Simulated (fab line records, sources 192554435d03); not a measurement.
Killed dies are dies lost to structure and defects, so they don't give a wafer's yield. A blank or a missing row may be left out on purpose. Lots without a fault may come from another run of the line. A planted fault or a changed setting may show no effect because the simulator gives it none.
fab line records | flow n5_finfet
record lots=6 wafers=18 last_day=19
route steps=1938 shown BEOL_M9@1419 PASSIVATION@1936
lots that met no fault: from a run of the same line without faults
start_h: hours from the record's first day to the start of the lot's first wafer shown | wait_h: hours since the lot's step before | " the same as in the row above | L1.1+2: a row that stands for several wafers | - no value, or no start given | * or withheld: withheld | < > ~ a bound
route shown NAME@n: a module of which the file shows steps, and the number in the route of the first | usual: mean/standard deviation of fault-free wafers | same: alike in all rows | chamber/n: place in a boat | sites: the reading at each site | _std_site: their standard deviation | _edge_site: outer sites' mean less inner sites' | radius_mm: how far each site lies from the wafer's centre | mask NAME#n: copy n | behind: the tool/chamber that last shaped the wafer | hold: why the lot was held/for how many hours/how that ended | device: the transistor (n, p or np) that didn't switch | end of line: the same wafers' tests at the end of the route | a step without rows: its recipe alone | killed: dies lost to structure and defects at the first sort, not the wafer's yield | map: a wafer's dies, x killed, . not, _ none there
set.NAME: the setting as run; set.NAME@STEP: as run at that earlier step | model.NAME: the simulator's own value behind a step, which no gauge read
lots at some steps of the route; a table a step, a row a wafer
services: from which hour (start_h, from the record's first day; less than 0 if before it) a tool's chamber was out of use, for how many hours, and why
## steps
# step N5_BEOL_M9_ETCH_62
# recipe chemistry=N2/H2 target=SOC target_depth_a=1100 overetch_a=220 mask_material=SiARC temp_c=40 time_s=165 ion_energy_ev=200 pressure_mtorr=30 source_w=840 bias_w=150 n2_flow_sccm=200 h2_flow_sccm=200
# usual chamber_pressure_mTorr=29.998/0.026 drypump_motor_current_A=6.0/0.61 oes_product_au=0.65/0.044 rf_vpp_V=523.2/2.3 showerhead_plenum_p_Torr=2.52/0.08 throttle_valve_pct=17.90/0.24
# columns lot.wafer tool chamber start_h wait_h chamber_pressure_mTorr drypump_motor_current_A oes_product_au rf_hours_counter_h rf_vpp_V showerhead_plenum_p_Torr throttle_valve_pct
L813.1 rie_diel-02 1 261.36 0.0 29.995 6.4 0.62 184 527.1 2.65 17.66
L813.3 " 0 " " 29.967 5.4 0.72 76 525.6 2.58 17.74
L813.5 " 0 " " 29.996 5.4 0.72 - 525.8 2.58 17.73
L816.2 rie_diel-06 0 288.26 0.0 29.999 6.5 0.72 43 524.3 2.59 17.76
L816.5 " 0 " " 30.071 6.5 0.72 - 526.6 2.59 17.75
L816.6 " 3 " " 30.027 4.9 0.62 - 523.5 2.53 17.95
L820.1 rie_diel-04 1 310.69 0.0 30.019 5.1 0.70 76 524.6 2.56 17.88
L820.3 " 0 " " 29.981 6.0 0.73 70 521.9 2.47 17.73
L820.6 " 3 " " 30.005 5.6 0.64 - 521.3 2.42 17.95
L825.3 rie_diel-02 2 321.45 0.0 29.982 6.5 0.66 114 521.3 2.46 17.74
L825.5 " 1 " " 30.019 6.4 0.60 - 525.9 2.64 17.71
L825.6 " 2 " " 29.980 6.5 0.66 - 521.4 2.46 17.75
L831.2 rie_diel-06 2 368.64 0.0 29.979 5.7 0.62 190 520.0 2.42 18.05
L831.5 " 3 " " 29.961 5.0 0.60 - 524.6 2.52 18.00
L831.6 " 0 " " 30.008 6.5 0.70 - 524.8 2.58 17.80
L833.2 rie_diel-06 3 389.09 0.0 29.972 4.9 0.60 216 523.8 2.52 18.00
L833.4 " 3 " " 30.014 4.9 0.60 - 523.0 2.52 18.02
L833.5 " 0 " " 30.000 6.4 0.68 - 526.6 2.57 17.82
# step N5_BEOL_M9_STRIP_68
# recipe chemistry=N2/H2 temp_c=40 n2_flow_sccm=200 h2_flow_sccm=200 rf_frequency_hz=6e+07
# step N5_BEOL_M9_STRIP_67
# recipe chemistry=CF4 resist=SiARC power_w=300 bias_power_w=75 pressure_mtorr=50 cf4_flow_sccm=150 rf_frequency_hz=6e+07
# usual bias_power_w=75.00/0.25 chamber_pressure_mTorr=50.00/0.047 drypump_motor_current_A=5.9/0.61 oes_product_au=0.77/0.052 rf_vpp_V=270.8/1.4 showerhead_plenum_p_Torr=1.78/0.05 throttle_valve_pct=13.62/0.22
# columns lot.wafer tool chamber start_h wait_h bias_power_w chamber_pressure_mTorr drypump_motor_current_A oes_product_au rf_hours_counter_h rf_vpp_V showerhead_plenum_p_Torr throttle_valve_pct
L813.1 rie_diel-02 1 261.51 0.0 75.14 49.96 6.4 0.73 184 272.1 1.86 13.45
L813.3 " 0 " " 75.32 49.94 5.4 0.85 77 270.7 1.81 13.35
L813.5 " 0 " " 74.77 50.03 5.3 0.84 - 270.1 1.81 13.38
L816.2 rie_diel-06 0 288.41 0.0 75.00 49.98 6.4 0.85 44 270.9 1.82 13.38
L816.5 " 0 " " 75.10 50.01 6.4 0.85 - 271.6 1.82 13.38
L816.6 " 3 " " 75.05 49.91 4.9 0.72 - 270.4 1.78 13.74
L820.1 rie_diel-04 1 310.83 0.0 74.97 50.02 5.1 0.82 76 271.5 1.80 13.61
L820.3 " 0 " " 74.87 49.97 6.0 0.86 70 270.2 1.77 13.55
L820.6 " 3 " " 74.97 49.97 5.6 0.75 - 269.9 1.73 13.81
L825.3 rie_diel-02 2 321.60 0.0 74.81 49.96 6.5 0.78 114 269.7 1.73 13.41
L825.5 " 1 " " 75.26 49.96 6.4 0.71 - 273.6 1.85 13.46
L825.6 " 2 " " 74.82 49.96 6.5 0.77 - 269.1 1.73 13.41
L831.2 rie_diel-06 2 368.79 0.0 75.16 50.03 5.7 0.73 190 269.2 1.71 13.87
L831.5 " 3 " " 75.53 49.99 4.9 0.71 - 270.6 1.78 13.79
L831.6 " 0 " " 75.01 50.07 6.4 0.82 - 271.7 1.81 13.46
L833.2 rie_diel-06 3 389.24 0.0 74.68 49.94 4.9 0.70 216 270.4 1.77 13.81
L833.4 " 3 " " 74.71 49.93 4.9 0.70 - 269.5 1.77 13.81
L833.5 " 0 " " 74.88 49.96 6.5 0.81 - 272.2 1.81 13.47
# step N5_BEOL_M9_HM_OPEN_17
# recipe chemistry=Cl2/BCl3 target_depth_a=200 overetch_a=60 target=TiN mask_material=SOC ion_energy_ev=150 pressure_mtorr=10 icp_w=1000 bias_w=126 Cl2_flow_sccm=53.25 bcl3_flow_sccm=21.75 Ar_flow_sccm=25
# usual chamber_pressure_mTorr=10.000/0.0093 drypump_motor_current_A=5.6/0.36 oes_product_au=0.64/0.097 throttle_valve_pct=22.24/0.17
# columns lot.wafer tool chamber start_h wait_h chamber_pressure_mTorr drypump_motor_current_A oes_product_au rf_hours_counter_h throttle_valve_pct
L813.1 rie_metal-01 0 261.55 0.0 9.997 5.6 0.55 92 22.35
L813.3 " 0 " " 10.008 5.5 0.55 - 22.33
L813.5 " 0 " " 10.009 5.5 0.55 - 22.33
L816.2 rie_metal-03 0 288.45 0.0 10.014 5.3 0.53 114 22.59
L816.5 " 0 " " 10.011 5.3 0.54 - 22.59
L816.6 " 1 " " 10.003 6.0 0.64 - 22.16
L820.1 rie_metal-02 1 310.87 0.0 10.000 5.1 0.57 97 22.14
L820.3 " 1 " " 10.001 5.1 0.57 - 22.13
L820.6 " 1 " " 9.994 5.1 0.57 - 22.13
L825.3 rie_metal-03 0 321.67 0.1 10.004 5.3 0.84 - 22.51
L825.5 " 1 " " 10.012 6.0 0.64 - 22.17
L825.6 " 0 " " 10.003 5.3 0.83 - 22.51
L831.2 rie_metal-03 0 368.83 0.0 9.996 5.3 0.78 5 22.54
L831.5 " 0 " " 10.005 5.3 0.79 - 22.52
L831.6 " 1 " " 10.001 6.0 0.64 - 22.15
L833.2 rie_metal-02 0 389.34 0.1 10.005 6.0 0.78 8 22.33
L833.4 " 1 " " 10.000 5.1 0.82 - 22.13
L833.5 " 1 " " 10.002 5.1 0.81 - 22.15
# step N5_BEOL_M9_STRIP_19
# recipe chemistry=O2 power_w=400 temp_c=40 pressure_mtorr=30 rf_frequency_hz=6e+07 bias_power_w=0 overash_fraction=0.2 o2_flow_sccm=225
# usual chamber_pressure_mTorr=30.00/0.035 drypump_motor_current_A=5.8/0.59 oes_product_au=0.77/0.065 rf_vpp_V=3.7/0.63 showerhead_plenum_p_Torr=2.07/0.06 throttle_valve_pct=16.76/0.18
# same bias_power_w=0
# columns lot.wafer tool chamber start_h wait_h chamber_pressure_mTorr drypump_motor_current_A oes_product_au rf_hours_counter_h rf_vpp_V showerhead_plenum_p_Torr throttle_valve_pct
L813.1 rie_diel-04 1 261.66 0.1 30.00 5.1 0.85 61 4.5 2.13 16.75
L813.3 " 2 " " 29.99 5.2 0.69 221 4.2 1.99 16.84
L813.5 " 0 " " 29.93 6.0 0.88 - 3.7 2.04 16.53
L816.2 rie_diel-06 0 288.56 0.1 30.03 6.5 0.86 44 3.2 2.14 16.56
L816.5 " 1 " " 30.02 6.0 0.69 - 4.0 2.16 17.06
L816.6 " 0 " " 30.03 6.5 0.88 - 3.1 2.14 16.54
L820.1 rie_diel-02 0 311.18 0.3 29.94 5.4 0.82 91 4.3 2.11 16.51
L820.3 " 3 " " 29.96 6.8 0.76 131 2.5 2.02 17.08
L820.6 " 2 " " 30.03 6.5 0.76 - 4.3 2.03 16.57
L825.3 rie_diel-02 1 321.84 0.1 30.01 6.4 0.70 201 3.9 2.16 16.43
L825.5 " 0 " " 30.01 5.4 0.81 - 3.9 2.11 16.52
L825.6 " 3 " " 30.01 6.8 0.78 - 3.4 2.02 17.09
L831.2 rie_diel-06 0 368.94 0.1 29.96 6.5 0.82 70 3.3 2.13 16.59
L831.5 " 3 " " 30.02 4.9 0.69 - 3.9 2.07 16.82
L831.6 " 2 " " 30.05 5.7 0.72 - 3.5 1.98 16.86
L833.2 rie_diel-06 0 389.45 0.1 29.98 6.4 0.81 76 3.7 2.13 16.62
L833.4 " 3 " " 30.02 4.9 0.69 - 3.8 2.07 16.83
L833.5 " 2 " " 30.04 5.7 0.72 - 4.1 1.98 16.85
# step N5_BEOL_M9_CD_MEAS_18
# recipe pitch_nm=140 target_cd_nm=70
# usual cd_nm=69.7/0.65
# columns lot.wafer tool chamber start_h wait_h cd_nm
L813.1 cd_sem-02 - 261.73 0.0 68.5
L813.3 " - " " 69.3
L813.5 " - " " 70.0
L816.2 cd_sem-03 - 288.63 0.1 70.1
L816.5 " - " " 70.7
L816.6 " - " " 70.0
L820.1 cd_sem-02 - 311.25 0.0 69.9
L820.3 " - " " 69.9
L820.6 " - " " 69.4
L825.3 cd_sem-02 - 321.92 0.1 70.0
L825.5 " - " " 69.7
L825.6 " - " " 70.1
L831.2 cd_sem-02 - 369.02 0.1 69.9
L831.5 " - " " 70.5
L831.6 " - " " 70.6
L833.2 cd_sem-01 - 389.52 0.1 69.1
L833.4 " - " " 69.5
L833.5 " - " " 69.6
# step N5_BEOL_M9_COAT_63
# recipe resist=SOC temp_c=250 time_s=60 spin_rpm=1500 resist_thk_nm=60
# step N5_BEOL_M9_COAT_64
# recipe resist=SiARC temp_c=220 time_s=60 spin_rpm=1500 resist_thk_nm=12
# step N5_BEOL_M9_COAT_75
# recipe resist=underlayer temp_c=205 time_s=60 spin_rpm=1500 resist_thk_nm=5
# step N5_BEOL_M9_COAT_22
# recipe resist=CAR-EUV spin_rpm=1500 resist_thk_nm=30
# step N5_BEOL_M9_EBR_24
# recipe solvent=PGMEA ebr_width_mm=1.5
# step N5_BEOL_M9_SOFTBAKE_23
# recipe temp_c=110 time_s=60 resist=CAR-EUV
# step N5_BEOL_M9_EXPOSE_25
# recipe mask_id=V8 na=0.33 source_shape=annular sigma_inner=0.4 sigma_outer=0.8 polarization=unpolarized dose_mj=37.25
# columns lot.wafer tool chamber start_h wait_h mask
L813.1+3+5 euv_scanner-02 0 261.91 - V8#0
L816.2+5+6 euv_scanner-01 0 288.86 - V8#0
L820.1+3+6 euv_scanner-02 0 314.19 - V8#0
L825.3+5+6 euv_scanner-02 0 323.84 - V8#0
L831.2+5+6 euv_scanner-01 0 370.33 - V8#0
L833.2+4+5 euv_scanner-01 0 389.70 - V8#0
# step N5_BEOL_M9_PEB_26
# recipe peb_temp_c=100 peb_time_s=60 resist=CAR-EUV
# step N5_BEOL_M9_DEVELOP_27
# recipe develop_time_s=30 developer=TMAH resist=CAR-EUV rinse_liquid=surfactant_rinse dry=air_spin dev_temp_c=23
# step N5_BEOL_M9_CD_MEAS_28
# recipe target_cd_nm=70 landing_energy_ev=500 detector=se_inlens polarity=opening
# usual cd_nm=70.06/0.28
# columns lot.wafer tool chamber start_h wait_h cd_nm
L813.1 cd_sem-03 0 262.03 - 69.88
L813.3 " 0 " " 70.22
L813.5 " 0 " " 69.72
L816.2 cd_sem-01 0 288.98 - 70.15
L816.5 " 0 " " 70.73
L816.6 " 0 " " 70.25
L820.1 cd_sem-03 0 314.32 - 70.12
L820.3 " 0 " " 71.94
L820.6 " 0 " " 71.63
L825.3 cd_sem-01 0 323.96 - 72.74
L825.5 " 0 " " 70.50
L825.6 " 0 " " 71.75
L831.2 cd_sem-03 0 370.45 - 69.51
L831.5 " 0 " " 69.97
L831.6 " 0 " " 70.08
L833.2 cd_sem-03 0 389.82 - 70.31
L833.4 " 0 " " 70.13
L833.5 " 0 " " 69.52
# step N5_BEOL_M9_OVL_MEAS_29
# recipe points_per_wafer=522
# usual V8_OVL=0.1/0.76
# columns lot.wafer tool chamber start_h wait_h V8_OVL[nm]
L813.1 overlay-02 0 262.07 0.0 0.3
L813.3 " 0 " " 0.3
L813.5 " 0 " " -0.3
L816.2 overlay-01 0 289.01 0.0 -0.7
L816.5 " 0 " " 0.2
L816.6 " 0 " " -0.1
L820.1 overlay-01 0 314.35 0.0 0.3
L820.3 " 0 " " 0.2
L820.6 " 0 " " -0.9
L825.3 overlay-02 0 324.00 0.0 0.8
L825.5 " 0 " " 1.5
L825.6 " 0 " " 0.7
L831.2 overlay-01 0 370.48 0.0 -0.8
L831.5 " 0 " " -1.7
L831.6 " 0 " " -0.8
L833.2 overlay-01 0 389.87 0.0 1.4
L833.4 " 0 " " 0.6
L833.5 " 0 " " 0.6
# step N5_PASSIVATION_PROBE_49
# usual defect_limited_yield=91.0/1.4 killed_at_M0_to_M3=33/11 killed_at_M4_up=14/5 killed_at_contacts=11/7.3 killed_at_front_end=43/12 killed_at_other=4/3.1 killed_dies=106/17 killed_open=69/13 killed_short=34/8.7 sort_bin_5_function=5.2/0.96 sort_bin_6_memory=3.3/0.66 sort_n_pass=1074/17 sort_yield_pct=91.0/1.4
# same gross_dies=1180 killed_at_back_side=0 sort_bin_4_leakage[%]=0 sort_bin_8_speed[%]=0
# columns lot.wafer tool chamber start_h wait_h defect_limited_yield[%] killed_at_M0_to_M3 killed_at_M4_up killed_at_contacts killed_at_front_end killed_at_other killed_dies killed_open killed_short sort_bin_5_function[%] sort_bin_6_memory[%] sort_n_pass sort_yield_pct[%]
L816.2 prober-01 - 349.18 0.1 89.3 60 10 9 41 6 126 70 56 5.8 4.5 1054 89.3
L816.5 prober-01 - 349.33 0.2 92.6 22 10 11 39 5 87 61 26 4.1 3.1 1093 92.6
L816.6 prober-01 - 349.38 0.3 91.7 34 18 5 35 6 98 58 33 4.8 2.9 1082 91.7
# killed by level:class
L816.2 BEOL_M0_SAQP:geometric_particle:short=21 FIN_SAQP:geometric_particle:open=15 BEOL_M1:geometric_particle:open=12 BEOL_M0_SAQP:geometric_particle:open=10 BEOL_M2:geometric_particle:open=7 FIN_SAQP:geometric_particle:short=5 GATE_CUT:geometric_particle:short=5 MOL_CONTACT_COAG:geometric_particle:open=5
L816.5 STI_FIN_REVEAL:geometric_particle:open=9 MOL_CONTACT_COAG:geometric_particle:open=7 BEOL_M1:geometric_particle:open=6 BEOL_M2:geometric_particle:open=5 STARTING-WAFER:geometric_particle:open=5 DUMMY_GATE:geometric_particle:open=4 GATE_CUT:geometric_particle:open=4 MOL_CONTACT_COAG:geometric_particle:short=4
L816.6 BEOL_M2:geometric_particle:open=10 BEOL_M0_SAQP:geometric_particle:short=7 GATE_CUT:geometric_particle:open=6 BEOL_M4:geometric_particle:open=6 BEOL_M5:geometric_particle:open=6 HKMG_FIN:area_etch=6 BEOL_M1:geometric_particle:open=5 FIN_SAQP:geometric_particle:short=4
## services
# columns tool chamber start_h hours kind
rie_metal-01 - 245.07 1.4 pm
euv_scanner-01 - 251.03 1.0 pm
euv_scanner-02 0 262.09 - calibration
euv_scanner-02 - 272.93 1.0 pm
euv_scanner-02 - 287.43 0.1 repair
euv_scanner-01 - 289.81 2.1 repair
rie_metal-03 0 292.77 - clean
rie_metal-03 0 292.77 18.8 scheduled_down
rie_diel-06 3 296.14 2.1 repair
euv_scanner-01 - 297.82 4.6 pm
euv_scanner-01 - 307.18 1.0 pm
euv_scanner-02 - 330.59 1.4 repair
rie_diel-02 2 333.65 4.7 repair
rie_metal-01 1 337.69 2.3 repair
euv_scanner-02 - 351.89 1.8 repair
rie_metal-02 1 360.25 1.3 repair
euv_scanner-01 - 363.33 1.0 pm
rie_diel-06 1 373.44 - clean
rie_diel-06 1 373.44 - consumable_replace:focus_ring
rie_diel-06 1 373.44 28.9 scheduled_down
rie_diel-06 1 373.44 28.9 vent_cycle
euv_scanner-02 - 385.23 1.0 pm
euv_scanner-02 - 387.59 4.6 pm
rie_metal-03 - 387.98 2.8 pm
## key
first_sign step=N5_BEOL_M9_CD_MEAS_28 reading=cd_nm direction=up sigmas=6.9 usual=70.06 struck=72.01
effect none on later readings
met_at N5_BEOL_M9_EXPOSE_25
struck_wafers L820.3,L820.6,L825.3,L825.6
onset_between 261.91 314.19
fault kind=process_parameter_drift tool=euv_scanner-02 chamber=- onset_h=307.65 steps=N5_BEOL_M9_EXPOSE_25 channel=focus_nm offset=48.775 shape=step end_h=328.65 scope=struck_wafers_only
